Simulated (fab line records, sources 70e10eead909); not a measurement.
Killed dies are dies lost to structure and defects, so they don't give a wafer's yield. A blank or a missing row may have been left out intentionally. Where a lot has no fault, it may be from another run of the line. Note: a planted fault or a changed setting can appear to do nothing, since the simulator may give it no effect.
fab line records + flow nandHarc + part 2 of 2: steps 29 to 43 of 43
record:
- lots: 5
- wafers: 15
- lastDay: 32
route steps=1302 shown P_GATE@187 P_CONTACT@217
lots that met no fault: from a run of the same line without faults
startH: hours from the record's opening day to when the first of the lot's shown wafers began + waitH: hours since the lot's step before + " the same as in the row above + L1.1+2: a single row standing in for several wafers + - either no value or no given start + * or withheld: withheld + < > ~ a bound
route shown NAME@n: a module of which the file shows steps, and the number in the route of the first + usual: average and standard deviation across the fault-free wafers + same: alike in all rows + chamber/n: place in a boat + sites: the reading at each site + _std_site: how widely they spread, as a standard deviation + _edge_site: outer sites' mean less inner sites' + radiusMm: for every site, how far away it sits from the centre of the wafer + mask NAME#n: copy n + behind: the last tool/chamber to shape the wafer + hold: why the lot went on hold/how many hours it stayed there/how the hold came to an end + device: transistor that didn't switch, given as n, p or np + end of line: at the end of the route, the tests of the same wafers + a step given without rows: its recipe and nothing more + killed: dies that structure and defects cost at the first sort, which is not the same as the wafer's yield + map: a wafer's dies, x killed, . not, _ none there
set.NAME: the setting as run; set.NAME@STEP: as run at that earlier step + model.NAME: the simulator's own value behind a step, which no gauge read
certain route steps with their lots: each step a table, each wafer a row
services: the hour from which a tool's chamber was out of use, counted from the record's first day as startH (under 0 if before that day), plus the number of hours and why
== steps ==
step: NHARC_P_GATE_RTA_82
recipe:
- tempC: 450
- timeS: 30
usual:
- annealTempCMax: 453.8/0.63
- lampPowerPct: 3.71/0.078
- lamp_zone_2_pct: 3.70/0.079
- lamp_zone_3_pct: 3.71/0.079
- wafer_temp_C_max: 452.1/0.42
| lot.wafer | tool         | chamber | startH | waitH | annealTempCMax | lampPowerPct | lamp_zone_2_pct | lamp_zone_3_pct | wafer_temp_C_max |
|-----------|--------------|---------|--------|-------|----------------|--------------|-----------------|-----------------|------------------|
| L084.1    | rtpAnneal-02 | 0       | 217.23 | -     | 452.9          | 3.63         | 3.63            | 3.63            | 452.1            |
| L084.4    | "            | 0       | "      | "     | 453.5          | 3.63         | 3.64            | 3.64            | 452.5            |
| L084.5    | "            | 0       | "      | "     | 453.8          | 3.63         | 3.63            | 3.64            | 452.6            |
| L085.1    | rtpAnneal-01 | 0       | 234.49 | -     | 453.2          | 3.79         | 3.79            | 3.79            | 452.2            |
| L085.2    | "            | 0       | "      | "     | 454.1          | 3.79         | 3.79            | 3.79            | 452.4            |
| L085.3    | "            | 0       | "      | "     | 453.0          | 3.78         | 3.79            | 3.79            | 452.4            |
| L091.2    | rtpAnneal-02 | 0       | 284.94 | -     | 453.0          | 3.63         | 3.63            | 3.63            | 452.2            |
| L091.3    | "            | 0       | "      | "     | 454.9          | 3.63         | 3.63            | 3.63            | 452.3            |
| L091.5    | "            | 0       | "      | "     | 453.0          | 3.64         | 3.63            | 3.63            | 452.5            |
| L093.1    | rtpAnneal-02 | 0       | 306.84 | -     | 455.0          | 3.63         | 3.63            | 3.64            | 452.0            |
| L093.5    | "            | 0       | "      | "     | 454.2          | 3.63         | 3.63            | 3.63            | 451.7            |
| L093.6    | "            | 0       | "      | "     | 454.3          | 3.63         | 3.63            | 3.63            | 451.6            |
| L095.1    | rtpAnneal-02 | 0       | 335.95 | -     | 453.7          | 3.63         | 3.63            | 3.64            | 451.9            |
| L095.3    | "            | 0       | "      | "     | 453.1          | 3.63         | 3.62            | 3.63            | 451.7            |
| L095.6    | "            | 0       | "      | "     | 454.7          | 3.64         | 3.63            | 3.63            | 451.8            |
step: NHARC_P_GATE_INSPECT_68
usual:
- rawDefectCount: 186/75
| lot.wafer | tool             | chamber | startH | waitH | rawDefectCount |
|-----------|------------------|---------|--------|-------|----------------|
| L084.1    | defectInspect-01 | -       | 217.43 | 0.2   | 313            |
| L084.4    | "                | -       | "      | "     | 164            |
| L084.5    | "                | -       | "      | "     | 442            |
| L085.1    | defectInspect-01 | -       | 234.68 | 0.2   | 246            |
| L085.2    | "                | -       | "      | "     | 537            |
| L085.3    | "                | -       | "      | "     | 282            |
| L091.2    | defectInspect-02 | -       | 285.11 | 0.1   | 79             |
| L091.3    | "                | -       | "      | "     | 137            |
| L091.5    | "                | -       | "      | "     | 156            |
| L093.1    | defectInspect-01 | -       | 307.03 | 0.2   | 143            |
| L093.5    | "                | -       | "      | "     | 231            |
| L093.6    | "                | -       | "      | "     | 241            |
| L095.1    | defectInspect-01 | -       | 336.15 | 0.2   | 132            |
| L095.3    | "                | -       | "      | "     | 165            |
| L095.6    | "                | -       | "      | "     | 172            |
step: NHARC_P_CONTACT_DEP_30
recipe:
- targetThkA: 300
- tempC: 400
- targetThkNm: 30
- flowSccm: 200
- rfW: 450
- material: SiNx
usual:
- heaterPowerOuterW: 452/65
- heaterPowerW: 760/110
| lot.wafer | tool     | chamber | startH | waitH | heaterPowerOuterW | heaterPowerW |
|-----------|----------|---------|--------|-------|-------------------|--------------|
| L084.1    | pecvd-03 | 2       | 217.56 | 0.1   | 384               | 619          |
| L084.5    | "        | 1       | "      | "     | 465               | 769          |
| L084.4    | "        | 2       | "      | "     | 382               | 621          |
| L085.1    | pecvd-03 | 1       | 234.75 | 0.1   | 443               | 682          |
| L085.3    | "        | 2       | "      | "     | 384               | 608          |
| L085.2    | "        | 0       | "      | "     | 492               | 819          |
| L091.3    | pecvd-03 | 1       | 285.17 | 0.1   | 461               | 739          |
| L091.2    | "        | 0       | "      | "     | 531               | 863          |
| L091.5    | "        | 1       | "      | "     | 473               | 742          |
| L093.1    | pecvd-04 | 0       | 307.18 | 0.1   | 402               | 635          |
| L093.6    | "        | 1       | "      | "     | 383               | 702          |
| L093.5    | "        | 0       | "      | "     | 401               | 660          |
| L095.3    | pecvd-04 | 1       | 336.22 | 0.1   | 419               | 738          |
| L095.1    | "        | 2       | "      | "     | 593               | 992          |
| L095.6    | "        | 1       | "      | "     | 418               | 734          |
step: NHARC_P_CONTACT_DEP_00
recipe:
- targetThkA: 5000
- tempC: 400
- pressureTorr: 6.5
- rfW: 900
- teosFlowSccm: 161.4
- flowSccm: 2650
- targetThkNm: 500
- gas: O2
- material: SiO2
usual:
- heaterPowerOuterW: 334/67
- heaterPowerW: 602/120
- throttleValvePct: 15.8/0.41
| lot.wafer | tool     | chamber | startH | waitH | heaterPowerOuterW | heaterPowerW | throttleValvePct |
|-----------|----------|---------|--------|-------|-------------------|--------------|------------------|
| L084.1    | pecvd-03 | 2       | -      | -     | 277               | 487          | 15.6             |
| L084.5    | "        | 1       | "      | "     | 344               | 568          | 15.8             |
| L084.4    | "        | 2       | "      | "     | 291               | 496          | 15.4             |
| L085.1    | pecvd-03 | 1       | -      | -     | 282               | 484          | 16.0             |
| L085.3    | "        | 2       | "      | "     | 244               | 435          | 15.8             |
| L085.2    | "        | 0       | "      | "     | 417               | 717          | 16.2             |
| L091.3    | pecvd-03 | 1       | -      | -     | 318               | 529          | 16.1             |
| L091.2    | "        | 0       | "      | "     | 398               | 695          | 16.3             |
| L091.5    | "        | 1       | "      | "     | 336               | 569          | 15.9             |
| L093.1    | pecvd-04 | 0       | -      | -     | 332               | 536          | 14.8             |
| L093.6    | "        | 1       | "      | "     | 324               | 601          | 16.0             |
| L093.5    | "        | 0       | "      | "     | 344               | 547          | 14.5             |
| L095.3    | pecvd-04 | 1       | -      | -     | 318               | 602          | 16.2             |
| L095.1    | "        | 2       | "      | "     | 428               | 809          | 15.8             |
| L095.6    | "        | 1       | "      | "     | 329               | 630          | 15.9             |
step: NHARC_P_CONTACT_CMP_01
recipe:
- targetThkNm: 200
- material: SiO2
usual:
- motorCurrentA: 11.8/1.3
| lot.wafer | tool   | chamber | startH | waitH | motorCurrentA |
|-----------|--------|---------|--------|-------|---------------|
| L084.1    | cmp-01 | 1       | 218.23 | -     | 14.8          |
| L084.4    | "      | 2       | "      | "     | 10.0          |
| L084.5    | "      | 2       | "      | "     | 10.4          |
| L085.3    | cmp-01 | 1       | 235.46 | -     | 14.6          |
| L085.2    | "      | 2       | "      | "     | 10.9          |
| L085.1    | "      | 0       | "      | "     | 11.3          |
| L091.2    | cmp-03 | 2       | 285.94 | -     | 12.7          |
| L091.3    | "      | 3       | "      | "     | 12.3          |
| L091.5    | "      | 0       | "      | "     | 9.8           |
| L093.1    | cmp-01 | 3       | 307.87 | -     | 11.7          |
| L093.6    | "      | 1       | "      | "     | 14.4          |
| L093.5    | "      | 2       | "      | "     | 11.2          |
| L095.3    | cmp-04 | 3       | 336.99 | -     | 11.8          |
| L095.1    | "      | 0       | "      | "     | 12.7          |
| L095.6    | "      | 2       | "      | "     | 12.8          |
step: NHARC_P_CONTACT_SRD_03
| lot.wafer  | tool        | chamber | startH | waitH |
|------------|-------------|---------|--------|-------|
| L084.1+5+4 | wetBench-04 | 2,5,6   | 218.53 | 0.0   |
| L085.2+3+1 | wetBench-01 | 4,5,7   | 235.76 | 0.0   |
| L091.2+3+5 | wetBench-01 | 1,4,5   | 286.19 | 0.0   |
| L093.6+5+1 | wetBench-04 | 4,5,0   | 308.12 | 0.0   |
| L095.1+3+6 | wetBench-01 | 5,6,2   | 337.23 | 0.0   |
step: NHARC_P_CONTACT_DEHYDRATE_04
recipe:
- tempC: 150
- timeS: 120
| lot.wafer  | tool          | chamber | startH | waitH |
|------------|---------------|---------|--------|-------|
| L084.1+4+5 | lithoTrack-06 | 0       | 218.61 | 0.1   |
| L085.1+2+3 | lithoTrack-04 | 0       | 235.84 | 0.1   |
| L091.2+3+5 | lithoTrack-04 | 0       | 286.27 | 0.1   |
| L093.1+5+6 | lithoTrack-04 | 0       | 308.20 | 0.1   |
| L095.1+3+6 | lithoTrack-04 | 0       | 337.34 | 0.1   |
step: NHARC_P_CONTACT_HMDS_05
recipe:
- timeS: 30
| lot.wafer  | tool          | chamber | startH | waitH |
|------------|---------------|---------|--------|-------|
| L084.1+4+5 | lithoTrack-06 | 0       | -      | -     |
| L085.1+2+3 | lithoTrack-04 | 0       | -      | -     |
| L091.2+3+5 | lithoTrack-04 | 0       | -      | -     |
| L093.1+5+6 | lithoTrack-04 | 0       | -      | -     |
| L095.1+3+6 | lithoTrack-04 | 0       | -      | -     |
step: NHARC_P_CONTACT_COAT_33
recipe:
- tempC: 260
- timeS: 75
| lot.wafer  | tool          | chamber | startH | waitH |
|------------|---------------|---------|--------|-------|
| L084.1+4+5 | lithoTrack-06 | 0       | -      | -     |
| L085.1+2+3 | lithoTrack-04 | 0       | -      | -     |
| L091.2+3+5 | lithoTrack-04 | 0       | -      | -     |
| L093.1+5+6 | lithoTrack-04 | 0       | -      | -     |
| L095.1+3+6 | lithoTrack-04 | 0       | -      | -     |
step: NHARC_P_CONTACT_COAT_34
recipe:
- tempC: 225
- timeS: 65
| lot.wafer  | tool          | chamber | startH | waitH |
|------------|---------------|---------|--------|-------|
| L084.1+4+5 | lithoTrack-06 | 0       | -      | -     |
| L085.1+2+3 | lithoTrack-04 | 0       | -      | -     |
| L091.2+3+5 | lithoTrack-04 | 0       | -      | -     |
| L093.1+5+6 | lithoTrack-04 | 0       | -      | -     |
| L095.1+3+6 | lithoTrack-04 | 0       | -      | -     |
step: NHARC_P_CONTACT_COAT_06
recipe:
- spinRpm: 1500
- resistThkNm: 90
| lot.wafer  | tool          | chamber | startH | waitH |
|------------|---------------|---------|--------|-------|
| L084.1+4+5 | lithoTrack-06 | 0       | -      | -     |
| L085.1+2+3 | lithoTrack-04 | 0       | -      | -     |
| L091.2+3+5 | lithoTrack-04 | 0       | -      | -     |
| L093.1+5+6 | lithoTrack-04 | 0       | -      | -     |
| L095.1+3+6 | lithoTrack-04 | 0       | -      | -     |
step: NHARC_P_CONTACT_SOFTBAKE_07
recipe:
- tempC: 105
- timeS: 55
| lot.wafer  | tool          | chamber | startH | waitH |
|------------|---------------|---------|--------|-------|
| L084.1+4+5 | lithoTrack-06 | 0       | -      | -     |
| L085.1+2+3 | lithoTrack-04 | 0       | -      | -     |
| L091.2+3+5 | lithoTrack-04 | 0       | -      | -     |
| L093.1+5+6 | lithoTrack-04 | 0       | -      | -     |
| L095.1+3+6 | lithoTrack-04 | 0       | -      | -     |
step: NHARC_P_CONTACT_EBR_08
| lot.wafer  | tool          | chamber | startH | waitH |
|------------|---------------|---------|--------|-------|
| L084.1+4+5 | lithoTrack-06 | 0       | -      | -     |
| L085.1+2+3 | lithoTrack-04 | 0       | -      | -     |
| L091.2+3+5 | lithoTrack-04 | 0       | -      | -     |
| L093.1+5+6 | lithoTrack-04 | 0       | -      | -     |
| L095.1+3+6 | lithoTrack-04 | 0       | -      | -     |
step: NHARC_P_CONTACT_EXPOSE_09
recipe:
- na: 1.35
- targetCdNm: 90
- doseMj: 81.26
- maskId: P_CA
usual:
- exposureDoseMJCm2: 81.25/0.079
| lot.wafer | tool           | chamber | startH | waitH | mask   | exposureDoseMJCm2 |
|-----------|----------------|---------|--------|-------|--------|-------------------|
| L084.1    | arfiScanner-02 | 0       | 218.92 | -     | P_CA#0 | 81.23             |
| L084.4    | "              | 0       | "      | "     | P_CA#0 | 81.25             |
| L084.5    | "              | 0       | "      | "     | P_CA#0 | 81.25             |
| L085.1    | arfiScanner-03 | 0       | 236.15 | -     | P_CA#0 | 81.32             |
| L085.2    | "              | 0       | "      | "     | P_CA#0 | 81.26             |
| L085.3    | "              | 0       | "      | "     | P_CA#0 | 81.16             |
| L091.2    | arfiScanner-02 | 0       | 286.46 | -     | P_CA#0 | 81.31             |
| L091.3    | "              | 0       | "      | "     | P_CA#0 | 81.30             |
| L091.5    | "              | 0       | "      | "     | P_CA#0 | 81.27             |
| L093.1    | arfiScanner-03 | 0       | 308.51 | -     | P_CA#0 | 81.23             |
| L093.5    | "              | 0       | "      | "     | P_CA#0 | 81.27             |
| L093.6    | "              | 0       | "      | "     | P_CA#0 | 81.20             |
| L095.1    | arfiScanner-01 | 0       | 337.65 | -     | P_CA#0 | 81.16             |
| L095.3    | "              | 0       | "      | "     | P_CA#0 | 81.19             |
| L095.6    | "              | 0       | "      | "     | P_CA#0 | 81.25             |
step: NHARC_P_CONTACT_PEB_10
recipe:
- pebTempC: 100
- pebTimeS: 65
| lot.wafer  | tool          | chamber | startH | waitH |
|------------|---------------|---------|--------|-------|
| L084.1+4+5 | lithoTrack-01 | 0       | 218.98 | 0.1   |
| L085.1+2+3 | lithoTrack-06 | 0       | 236.21 | 0.1   |
| L091.2+3+5 | lithoTrack-06 | 0       | 286.52 | 0.1   |
| L093.1+5+6 | lithoTrack-06 | 0       | 308.57 | 0.1   |
| L095.1+3+6 | lithoTrack-06 | 0       | 337.71 | 0.1   |
== services ==
| tool           | chamber | startH | hours | kind   |
|----------------|---------|--------|-------|--------|
| implanter-02   | -       | 189.23 | 3.3   | repair |
| lithoTrack-04  | -       | 203.00 | 7.0   | pm     |
| rieDiel-11     | 0       | 204.59 | 4.2   | repair |
| wetBench-03    | -       | 210.40 | 8.0   | pm     |
| pecvd-03       | -       | 220.02 | 1.2   | repair |
| pvdSputter-01  | -       | 226.03 | 10.0  | pm     |
| implanter-02   | -       | 243.14 | 2.0   | repair |
| wetBench-02    | -       | 244.00 | 8.0   | pm     |
| pecvd-04       | 0       | 248.34 | 4.1   | repair |
| plasmaAsher-02 | -       | 249.24 | 9.0   | pm     |
| lithoTrack-07  | -       | 251.02 | 7.0   | pm     |
| wetBench-09    | -       | 255.12 | 4.9   | repair |
| rieDiel-11     | -       | 255.53 | 9.0   | pm     |
| pvdSputter-01  | -       | 257.35 | 3.0   | repair |
| pecvd-04       | -       | 269.13 | 13.0  | pm     |
| lithoTrack-03  | -       | 275.00 | 7.0   | pm     |
| wetBench-02    | -       | 278.48 | 0.9   | repair |
| pvdSputter-02  | -       | 282.06 | 10.0  | pm     |
| rieDiel-11     | -       | 295.56 | 1.2   | repair |
| lithoTrack-05  | -       | 299.00 | 7.0   | pm     |
| rieDiel-11     | 2       | 309.67 | 11.1  | repair |
| pvdSputter-02  | -       | 311.82 | 4.8   | repair |
| wetBench-02    | -       | 323.28 | 9.7   | repair |
| pecvd-04       | 1       | 324.70 | 4.3   | repair |
